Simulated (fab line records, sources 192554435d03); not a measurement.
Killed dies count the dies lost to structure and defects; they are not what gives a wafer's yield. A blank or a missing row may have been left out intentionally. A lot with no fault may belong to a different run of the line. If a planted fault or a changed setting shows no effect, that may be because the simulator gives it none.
Which tool was responsible? / flow n5-finfet / 72 wafers from 24 lots sampled at 4 of the route's 1938 steps

## WHAT EACH GAUGE READ, for each wafer
N5_BEOL_M11_INSPECT_30: inspects for defects (brightfield). Usual: raw-defect-count at 393, with a standard deviation of 84.
lot=L074; measured=day 11 15:35; on=defect-inspect-02; raw-defect-count=346 363 398; flag=
lot=L075; measured=day 12 01:26; on=defect-inspect-02; raw-defect-count=424 638 418; flag=
lot=L077; measured=day 12 09:52; on=defect-inspect-01; raw-defect-count=332 409 706; flag=
lot=L076; measured=day 13 00:29; on=defect-inspect-01; raw-defect-count=336 412 291; flag=
lot=L078; measured=day 13 00:39; on=defect-inspect-02; raw-defect-count=400 467 319; flag=
lot=L079; measured=day 13 07:23; on=defect-inspect-01; raw-defect-count=458 455 388; flag=
lot=L080; measured=day 13 07:36; on=defect-inspect-01; raw-defect-count=445 553 304; flag=
lot=L081; measured=day 13 17:35; on=defect-inspect-01; raw-defect-count=388 502 397; flag=
lot=L082; measured=day 14 03:58; on=defect-inspect-01; raw-defect-count=455 405 362; flag=
lot=L083; measured=day 14 04:08; on=defect-inspect-01; raw-defect-count=442 381 440; flag=
lot=L084; measured=day 14 10:32; on=defect-inspect-01; raw-defect-count=249 278 289; flag=
lot=L086; measured=day 14 10:22; on=defect-inspect-02; raw-defect-count=346 362 312; flag=
lot=L085; measured=day 14 22:16; on=defect-inspect-02; raw-defect-count=516 295 347; flag=
lot=L087; measured=day 15 01:32; on=defect-inspect-02; raw-defect-count=312 434 413; flag=
lot=L088; measured=day 15 07:38; on=defect-inspect-02; raw-defect-count=344 493 498; flag=
lot=L089; measured=day 15 07:48; on=defect-inspect-02; raw-defect-count=464 538 490; flag=
lot=L090; measured=day 15 14:28; on=defect-inspect-01; raw-defect-count=332 333 288; flag=
lot=L091; measured=day 16 08:04; on=defect-inspect-01; raw-defect-count=370 442 441; flag=
lot=L092; measured=day 16 07:34; on=defect-inspect-01; raw-defect-count=286 368 233; flag=
lot=L093; measured=day 16 10:46; on=defect-inspect-02; raw-defect-count=333 390 358; flag=
lot=L094; measured=day 16 14:59; on=defect-inspect-01; raw-defect-count=330 356 400; flag=
lot=L095; measured=day 16 21:44; on=defect-inspect-01; raw-defect-count=292 266 303; flag=
lot=L096; measured=day 17 16:36; on=defect-inspect-02; raw-defect-count=464 349 409; flag=
lot=L097; measured=day 17 22:32; on=defect-inspect-02; raw-defect-count=319 321 309; flag=

## TOOL THAT RAN EACH LOT (tool first, then ch and the chambers of the sampled wafers, then the start)
lot=L074; N5_BEOL_M10_VIA_ETCH_34=rie-diel-03 ch 0,1, day 11 09:23; N5_BEOL_M11_PECVD_70=pecvd-02 ch 0,2, day 11 13:05; N5_BEOL_M11_HM_DEP_02=pvd-sputter-01, day 11 13:34
lot=L075; N5_BEOL_M10_VIA_ETCH_34=rie-diel-05 ch 0,1, day 11 16:23; N5_BEOL_M11_PECVD_70=pecvd-04 ch 1,2, day 11 20:41; N5_BEOL_M11_HM_DEP_02=pvd-sputter-01, day 11 22:27
lot=L077; N5_BEOL_M10_VIA_ETCH_34=rie-diel-02 ch 0,3, day 11 21:50; N5_BEOL_M11_PECVD_70=pecvd-03 ch 0,1,2, day 12 02:20; N5_BEOL_M11_HM_DEP_02=pvd-sputter-03, day 12 04:56
lot=L076; N5_BEOL_M10_VIA_ETCH_34=rie-diel-02 ch 0,1,3, day 12 13:01; N5_BEOL_M11_PECVD_70=pecvd-03 ch 0,1,2, day 12 18:49; N5_BEOL_M11_HM_DEP_02=pvd-sputter-02, day 12 21:43
lot=L078; N5_BEOL_M10_VIA_ETCH_34=rie-diel-05 ch 0,2,3, day 12 13:12; N5_BEOL_M11_PECVD_70=pecvd-04 ch 0,1,2, day 12 19:18; N5_BEOL_M11_HM_DEP_02=pvd-sputter-02, day 12 21:49
lot=L079; N5_BEOL_M10_VIA_ETCH_34=rie-diel-03 ch 0,2,3, day 12 21:17; N5_BEOL_M11_PECVD_70=pecvd-02 ch 1,2, day 13 03:01; N5_BEOL_M11_HM_DEP_02=pvd-sputter-03, day 13 03:49
lot=L080; N5_BEOL_M10_VIA_ETCH_34=rie-diel-05 ch 0,3, day 12 21:28; N5_BEOL_M11_PECVD_70=pecvd-04 ch 0,1,2, day 13 03:04; N5_BEOL_M11_HM_DEP_02=pvd-sputter-02, day 13 03:53
lot=L081; N5_BEOL_M10_VIA_ETCH_34=rie-diel-02 ch 0,1,2, day 13 07:31; N5_BEOL_M11_PECVD_70=pecvd-04 ch 1,2, day 13 11:23; N5_BEOL_M11_HM_DEP_02=pvd-sputter-03, day 13 13:44
lot=L082; N5_BEOL_M10_VIA_ETCH_34=rie-diel-02 ch 0,1,2, day 13 17:37; N5_BEOL_M11_PECVD_70=pecvd-04 ch 0,1, day 13 22:49; N5_BEOL_M11_HM_DEP_02=pvd-sputter-01, day 13 23:38
lot=L083; N5_BEOL_M10_VIA_ETCH_34=rie-diel-03 ch 0,2, day 13 19:23; N5_BEOL_M11_PECVD_70=pecvd-03 ch 0,2, day 13 23:52; N5_BEOL_M11_HM_DEP_02=pvd-sputter-02, day 14 00:55
lot=L084; N5_BEOL_M10_VIA_ETCH_34=rie-diel-03 ch 0,1, day 14 00:48; N5_BEOL_M11_PECVD_70=pecvd-02 ch 1,2, day 14 06:20; N5_BEOL_M11_HM_DEP_02=pvd-sputter-01, day 14 07:34
lot=L086; N5_BEOL_M10_VIA_ETCH_34=rie-diel-03 ch 0,1,2, day 14 04:11; N5_BEOL_M11_PECVD_70=pecvd-02 ch 0,1, day 14 07:26; N5_BEOL_M11_HM_DEP_02=pvd-sputter-02, day 14 08:20
lot=L085; N5_BEOL_M10_VIA_ETCH_34=rie-diel-02 ch 0,1, day 14 13:22; N5_BEOL_M11_PECVD_70=pecvd-03 ch 0,1,2, day 14 18:55; N5_BEOL_M11_HM_DEP_02=pvd-sputter-01, day 14 19:55
lot=L087; N5_BEOL_M10_VIA_ETCH_34=rie-diel-03 ch 0,1, day 14 16:45; N5_BEOL_M11_PECVD_70=pecvd-02 ch 0,2, day 14 21:29; N5_BEOL_M11_HM_DEP_02=pvd-sputter-01, day 14 22:50
lot=L088; N5_BEOL_M10_VIA_ETCH_34=rie-diel-02 ch 0,2,3, day 14 23:24; N5_BEOL_M11_PECVD_70=pecvd-03 ch 0,1,2, day 15 04:31; N5_BEOL_M11_HM_DEP_02=pvd-sputter-03, day 15 05:22
lot=L089; N5_BEOL_M10_VIA_ETCH_34=rie-diel-02 ch 0,2,3, day 15 00:28; N5_BEOL_M11_PECVD_70=pecvd-02 ch 0,1,2, day 15 04:32; N5_BEOL_M11_HM_DEP_02=pvd-sputter-01, day 15 05:23
lot=L090; N5_BEOL_M10_VIA_ETCH_34=rie-diel-03 ch 0,2,3, day 15 07:53; N5_BEOL_M11_PECVD_70=pecvd-03 ch 1,2, day 15 12:20; N5_BEOL_M11_HM_DEP_02=pvd-sputter-01, day 15 12:24
lot=L091; N5_BEOL_M10_VIA_ETCH_34=rie-diel-05 ch 1,2, day 15 20:32; N5_BEOL_M11_PECVD_70=pecvd-03 ch 0,1,2, day 16 01:14; N5_BEOL_M11_HM_DEP_02=pvd-sputter-03, day 16 03:19
lot=L092; N5_BEOL_M10_VIA_ETCH_34=rie-diel-03 ch 2,3, day 15 20:43; N5_BEOL_M11_PECVD_70=pecvd-04 ch 0,1,2, day 16 01:02; N5_BEOL_M11_HM_DEP_02=pvd-sputter-01, day 16 03:14
lot=L093; N5_BEOL_M10_VIA_ETCH_34=rie-diel-02 ch 0,1,2, day 16 02:16; N5_BEOL_M11_PECVD_70=pecvd-02 ch 1,2, day 16 06:46; N5_BEOL_M11_HM_DEP_02=pvd-sputter-02, day 16 08:30
lot=L094; N5_BEOL_M10_VIA_ETCH_34=rie-diel-02 ch 0,3, day 16 07:49; N5_BEOL_M11_PECVD_70=pecvd-02 ch 0,1,2, day 16 11:59; N5_BEOL_M11_HM_DEP_02=pvd-sputter-01, day 16 12:26
lot=L095; N5_BEOL_M10_VIA_ETCH_34=rie-diel-02 ch 0,1, day 16 15:29; N5_BEOL_M11_PECVD_70=pecvd-02 ch 0,2, day 16 18:40; N5_BEOL_M11_HM_DEP_02=pvd-sputter-01, day 16 19:22
lot=L096; N5_BEOL_M10_VIA_ETCH_34=rie-diel-03 ch 0,3, day 17 06:38; N5_BEOL_M11_PECVD_70=pecvd-02 ch 0,1,2, day 17 11:43; N5_BEOL_M11_HM_DEP_02=pvd-sputter-01, day 17 14:39
lot=L097; N5_BEOL_M10_VIA_ETCH_34=rie-diel-05 ch 0,1, day 17 15:07; N5_BEOL_M11_PECVD_70=pecvd-03 ch 0,2, day 17 18:43; N5_BEOL_M11_HM_DEP_02=pvd-sputter-03, day 17 20:12
- N5_BEOL_M10_VIA_ETCH_34: etches SiCOH lowk in C4F6/O2, target depth 184.5 nm, time 69.2 s.
- N5_BEOL_M11_PECVD_70: deposits SiO2 from TEOS/O2, target thk 20 nm, time 22.7 s.
- N5_BEOL_M11_HM_DEP_02: deposits TiN, target thk 20 nm.

## AS READ BY THE TOOLS THEMSELVES (means over the sampled wafers that have a number; for cases with no such wafer, the mark the record gives instead)
N5_BEOL_M10_VIA_ETCH_34. Usual: drypump-motor-current-A 5.9 A, standard deviation 0.48; oes-product-au 0.78 a.u., standard deviation 0.07; rf-vpp-V 670 V, standard deviation 7.7; showerhead-plenum-p-Torr 2.91 Torr, standard deviation 0.081; throttle-valve-pct 20.94 %, standard deviation 0.21.
lot=L074; tool=rie-diel-03; drypump-motor-current-A (A)=6.5; oes-product-au (a.u.)=0.82; rf-vpp-V (V)=674; showerhead-plenum-p-Torr (Torr)=2.91; throttle-valve-pct (%)=20.63; flag=
lot=L075; tool=rie-diel-05; drypump-motor-current-A (A)=5.4; oes-product-au (a.u.)=0.76; rf-vpp-V (V)=668; showerhead-plenum-p-Torr (Torr)=2.90; throttle-valve-pct (%)=20.96; flag=
lot=L077; tool=rie-diel-02; drypump-motor-current-A (A)=6.1; oes-product-au (a.u.)=0.74; rf-vpp-V (V)=679; showerhead-plenum-p-Torr (Torr)=2.96; throttle-valve-pct (%)=21.05; flag=
lot=L076; tool=rie-diel-02; drypump-motor-current-A (A)=5.7; oes-product-au (a.u.)=0.77; rf-vpp-V (V)=673; showerhead-plenum-p-Torr (Torr)=2.89; throttle-valve-pct (%)=20.98; flag=
lot=L078; tool=rie-diel-05; drypump-motor-current-A (A)=6.0; oes-product-au (a.u.)=0.79; rf-vpp-V (V)=670; showerhead-plenum-p-Torr (Torr)=2.93; throttle-valve-pct (%)=20.86; flag=
lot=L079; tool=rie-diel-03; drypump-motor-current-A (A)=6.1; oes-product-au (a.u.)=0.80; rf-vpp-V (V)=667; showerhead-plenum-p-Torr (Torr)=2.90; throttle-valve-pct (%)=20.91; flag=
lot=L080; tool=rie-diel-05; drypump-motor-current-A (A)=5.9; oes-product-au (a.u.)=0.71; rf-vpp-V (V)=671; showerhead-plenum-p-Torr (Torr)=2.94; throttle-valve-pct (%)=21.10; flag=
lot=L081; tool=rie-diel-02; drypump-motor-current-A (A)=5.7; oes-product-au (a.u.)=0.80; rf-vpp-V (V)=673; showerhead-plenum-p-Torr (Torr)=2.91; throttle-valve-pct (%)=20.92; flag=
lot=L082; tool=rie-diel-02; drypump-motor-current-A (A)=5.8; oes-product-au (a.u.)=0.79; rf-vpp-V (V)=672; showerhead-plenum-p-Torr (Torr)=2.91; throttle-valve-pct (%)=20.92; flag=
lot=L083; tool=rie-diel-03; drypump-motor-current-A (A)=6.2; oes-product-au (a.u.)=0.83; rf-vpp-V (V)=673; showerhead-plenum-p-Torr (Torr)=2.92; throttle-valve-pct (%)=20.82; flag=
lot=L084; tool=rie-diel-03; drypump-motor-current-A (A)=6.5; oes-product-au (a.u.)=0.80; rf-vpp-V (V)=675; showerhead-plenum-p-Torr (Torr)=2.90; throttle-valve-pct (%)=20.65; flag=
lot=L086; tool=rie-diel-03; drypump-motor-current-A (A)=6.3; oes-product-au (a.u.)=0.78; rf-vpp-V (V)=671; showerhead-plenum-p-Torr (Torr)=2.94; throttle-valve-pct (%)=20.80; flag=
lot=L085; tool=rie-diel-02; drypump-motor-current-A (A)=5.4; oes-product-au (a.u.)=0.78; rf-vpp-V (V)=667; showerhead-plenum-p-Torr (Torr)=2.82; throttle-valve-pct (%)=20.89; flag=
lot=L087; tool=rie-diel-03; drypump-motor-current-A (A)=6.5; oes-product-au (a.u.)=0.79; rf-vpp-V (V)=673; showerhead-plenum-p-Torr (Torr)=2.89; throttle-valve-pct (%)=20.66; flag=
lot=L088; tool=rie-diel-02; drypump-motor-current-A (A)=6.0; oes-product-au (a.u.)=0.77; rf-vpp-V (V)=677; showerhead-plenum-p-Torr (Torr)=2.97; throttle-valve-pct (%)=21.06; flag=
lot=L089; tool=rie-diel-02; drypump-motor-current-A (A)=6.0; oes-product-au (a.u.)=0.77; rf-vpp-V (V)=677; showerhead-plenum-p-Torr (Torr)=2.98; throttle-valve-pct (%)=21.05; flag=
lot=L090; tool=rie-diel-03; drypump-motor-current-A (A)=6.1; oes-product-au (a.u.)=0.78; rf-vpp-V (V)=666; showerhead-plenum-p-Torr (Torr)=2.89; throttle-valve-pct (%)=20.95; flag=
lot=L091; tool=rie-diel-05; drypump-motor-current-A (A)=5.6; oes-product-au (a.u.)=0.85; rf-vpp-V (V)=666; showerhead-plenum-p-Torr (Torr)=2.85; throttle-valve-pct (%)=20.54; flag=
lot=L092; tool=rie-diel-03; drypump-motor-current-A (A)=5.9; oes-product-au (a.u.)=0.76; rf-vpp-V (V)=663; showerhead-plenum-p-Torr (Torr)=2.92; throttle-valve-pct (%)=21.10; flag=
lot=L093; tool=rie-diel-02; drypump-motor-current-A (A)=5.8; oes-product-au (a.u.)=0.78; rf-vpp-V (V)=672; showerhead-plenum-p-Torr (Torr)=2.90; throttle-valve-pct (%)=20.96; flag=
lot=L094; tool=rie-diel-02; drypump-motor-current-A (A)=6.0; oes-product-au (a.u.)=0.71; rf-vpp-V (V)=678; showerhead-plenum-p-Torr (Torr)=2.94; throttle-valve-pct (%)=21.11; flag=
lot=L095; tool=rie-diel-02; drypump-motor-current-A (A)=5.8; oes-product-au (a.u.)=0.72; rf-vpp-V (V)=674; showerhead-plenum-p-Torr (Torr)=2.87; throttle-valve-pct (%)=21.00; flag=
lot=L096; tool=rie-diel-03; drypump-motor-current-A (A)=6.3; oes-product-au (a.u.)=0.77; rf-vpp-V (V)=669; showerhead-plenum-p-Torr (Torr)=2.85; throttle-valve-pct (%)=20.83; flag=
lot=L097; tool=rie-diel-05; drypump-motor-current-A (A)=5.2; oes-product-au (a.u.)=0.76; rf-vpp-V (V)=664; showerhead-plenum-p-Torr (Torr)=2.82; throttle-valve-pct (%)=20.91; flag=

N5_BEOL_M11_PECVD_70. Usual: heater-power-w 699 W, standard deviation 87; showerhead-plenum-p-Torr 8.77 Torr, standard deviation 0.043; throttle-valve-pct 22.3 %, standard deviation 0.56.
lot=L074; tool=pecvd-02; heater-power-w (W)=672; showerhead-plenum-p-Torr (Torr)=8.77; throttle-valve-pct (%)=21.5; flag=
lot=L075; tool=pecvd-04; heater-power-w (W)=608; showerhead-plenum-p-Torr (Torr)=8.70; throttle-valve-pct (%)=22.2; flag=
lot=L077; tool=pecvd-03; heater-power-w (W)=764; showerhead-plenum-p-Torr (Torr)=8.77; throttle-valve-pct (%)=22.7; flag=
lot=L076; tool=pecvd-03; heater-power-w (W)=721; showerhead-plenum-p-Torr (Torr)=8.77; throttle-valve-pct (%)=22.8; flag=
lot=L078; tool=pecvd-04; heater-power-w (W)=620; showerhead-plenum-p-Torr (Torr)=8.73; throttle-valve-pct (%)=22.3; flag=
lot=L079; tool=pecvd-02; heater-power-w (W)=699; showerhead-plenum-p-Torr (Torr)=8.80; throttle-valve-pct (%)=21.7; flag=
lot=L080; tool=pecvd-04; heater-power-w (W)=682; showerhead-plenum-p-Torr (Torr)=8.72; throttle-valve-pct (%)=22.5; flag=
lot=L081; tool=pecvd-04; heater-power-w (W)=605; showerhead-plenum-p-Torr (Torr)=8.70; throttle-valve-pct (%)=22.6; flag=
lot=L082; tool=pecvd-04; heater-power-w (W)=732; showerhead-plenum-p-Torr (Torr)=8.75; throttle-valve-pct (%)=22.5; flag=
lot=L083; tool=pecvd-03; heater-power-w (W)=721; showerhead-plenum-p-Torr (Torr)=8.81; throttle-valve-pct (%)=22.9; flag=
lot=L084; tool=pecvd-02; heater-power-w (W)=707; showerhead-plenum-p-Torr (Torr)=8.80; throttle-valve-pct (%)=21.6; flag=
lot=L086; tool=pecvd-02; heater-power-w (W)=807; showerhead-plenum-p-Torr (Torr)=8.79; throttle-valve-pct (%)=22.0; flag=
lot=L085; tool=pecvd-03; heater-power-w (W)=771; showerhead-plenum-p-Torr (Torr)=8.77; throttle-valve-pct (%)=22.8; flag=
lot=L087; tool=pecvd-02; heater-power-w (W)=603; showerhead-plenum-p-Torr (Torr)=8.77; throttle-valve-pct (%)=22.2; flag=
lot=L088; tool=pecvd-03; heater-power-w (W)=733; showerhead-plenum-p-Torr (Torr)=8.76; throttle-valve-pct (%)=22.7; flag=
lot=L089; tool=pecvd-02; heater-power-w (W)=690; showerhead-plenum-p-Torr (Torr)=8.79; throttle-valve-pct (%)=21.7; flag=
lot=L090; tool=pecvd-03; heater-power-w (W)=715; showerhead-plenum-p-Torr (Torr)=8.75; throttle-valve-pct (%)=22.6; flag=
lot=L091; tool=pecvd-03; heater-power-w (W)=665; showerhead-plenum-p-Torr (Torr)=8.78; throttle-valve-pct (%)=22.8; flag=
lot=L092; tool=pecvd-04; heater-power-w (W)=663; showerhead-plenum-p-Torr (Torr)=8.73; throttle-valve-pct (%)=22.4; flag=
lot=L093; tool=pecvd-02; heater-power-w (W)=678; showerhead-plenum-p-Torr (Torr)=8.81; throttle-valve-pct (%)=21.6; flag=
lot=L094; tool=pecvd-02; heater-power-w (W)=723; showerhead-plenum-p-Torr (Torr)=8.78; throttle-valve-pct (%)=21.9; flag=
lot=L095; tool=pecvd-02; heater-power-w (W)=669; showerhead-plenum-p-Torr (Torr)=8.77; throttle-valve-pct (%)=21.9; flag=
lot=L096; tool=pecvd-02; heater-power-w (W)=684; showerhead-plenum-p-Torr (Torr)=8.78; throttle-valve-pct (%)=22.0; flag=
lot=L097; tool=pecvd-03; heater-power-w (W)=672; showerhead-plenum-p-Torr (Torr)=8.81; throttle-valve-pct (%)=22.7; flag=

N5_BEOL_M11_HM_DEP_02. Usual: substrate-temp-c 25.00 C, standard deviation 0.11; throttle-valve-pct 30.4 %, standard deviation 0.86.
lot=L074; tool=pvd-sputter-01; substrate-temp-c (C)=25.03; throttle-valve-pct (%)=30.2; flag=
lot=L075; tool=pvd-sputter-01; substrate-temp-c (C)=25.05; throttle-valve-pct (%)=30.8; flag=
lot=L077; tool=pvd-sputter-03; substrate-temp-c (C)=24.95; throttle-valve-pct (%)=29.6; flag=
lot=L076; tool=pvd-sputter-02; substrate-temp-c (C)=25.07; throttle-valve-pct (%)=29.1; flag=
lot=L078; tool=pvd-sputter-02; substrate-temp-c (C)=24.90; throttle-valve-pct (%)=29.8; flag=
lot=L079; tool=pvd-sputter-03; substrate-temp-c (C)=25.01; throttle-valve-pct (%)=31.2; flag=
lot=L080; tool=pvd-sputter-02; substrate-temp-c (C)=24.92; throttle-valve-pct (%)=30.1; flag=
lot=L081; tool=pvd-sputter-03; substrate-temp-c (C)=25.12; throttle-valve-pct (%)=30.5; flag=
lot=L082; tool=pvd-sputter-01; substrate-temp-c (C)=24.99; throttle-valve-pct (%)=30.6; flag=
lot=L083; tool=pvd-sputter-02; substrate-temp-c (C)=25.13; throttle-valve-pct (%)=29.4; flag=
lot=L084; tool=pvd-sputter-01; substrate-temp-c (C)=25.01; throttle-valve-pct (%)=30.6; flag=
lot=L086; tool=pvd-sputter-02; substrate-temp-c (C)=25.09; throttle-valve-pct (%)=29.7; flag=
lot=L085; tool=pvd-sputter-01; substrate-temp-c (C)=25.12; throttle-valve-pct (%)=30.6; flag=
lot=L087; tool=pvd-sputter-01; substrate-temp-c (C)=24.92; throttle-valve-pct (%)=30.5; flag=
lot=L088; tool=pvd-sputter-03; substrate-temp-c (C)=24.97; throttle-valve-pct (%)=29.6; flag=
lot=L089; tool=pvd-sputter-01; substrate-temp-c (C)=24.93; throttle-valve-pct (%)=30.7; flag=
lot=L090; tool=pvd-sputter-01; substrate-temp-c (C)=25.01; throttle-valve-pct (%)=30.4; flag=
lot=L091; tool=pvd-sputter-03; substrate-temp-c (C)=25.06; throttle-valve-pct (%)=31.1; flag=
lot=L092; tool=pvd-sputter-01; substrate-temp-c (C)=24.97; throttle-valve-pct (%)=30.4; flag=
lot=L093; tool=pvd-sputter-02; substrate-temp-c (C)=25.06; throttle-valve-pct (%)=29.8; flag=
lot=L094; tool=pvd-sputter-01; substrate-temp-c (C)=24.93; throttle-valve-pct (%)=30.4; flag=
lot=L095; tool=pvd-sputter-01; substrate-temp-c (C)=25.05; throttle-valve-pct (%)=30.4; flag=
lot=L096; tool=pvd-sputter-01; substrate-temp-c (C)=25.00; throttle-valve-pct (%)=30.7; flag=
lot=L097; tool=pvd-sputter-03; substrate-temp-c (C)=24.88; throttle-valve-pct (%)=30.2; flag=

## THE ANSWER, worked out from the rows above alone
Rule: a lot counts as off when the mean over its wafers that have a number is more than 3 standard deviations away from the usual mean. A lot without any number at a reading at which 4 lots or more have one is off too. Where the step has rows for the other lots, those lots are counted as sound. Order of review: gauges by route order, followed by the tools' own readings, for which a lot's mean as printed above is used. The first step at which some lot is off is used, and at that step the reading that is off furthest; a lot without a number counts as furthest.
No lot is off at any reading shown: from this, nothing can be told.

## WHAT WAS PUT IN BY THE SIMULATOR
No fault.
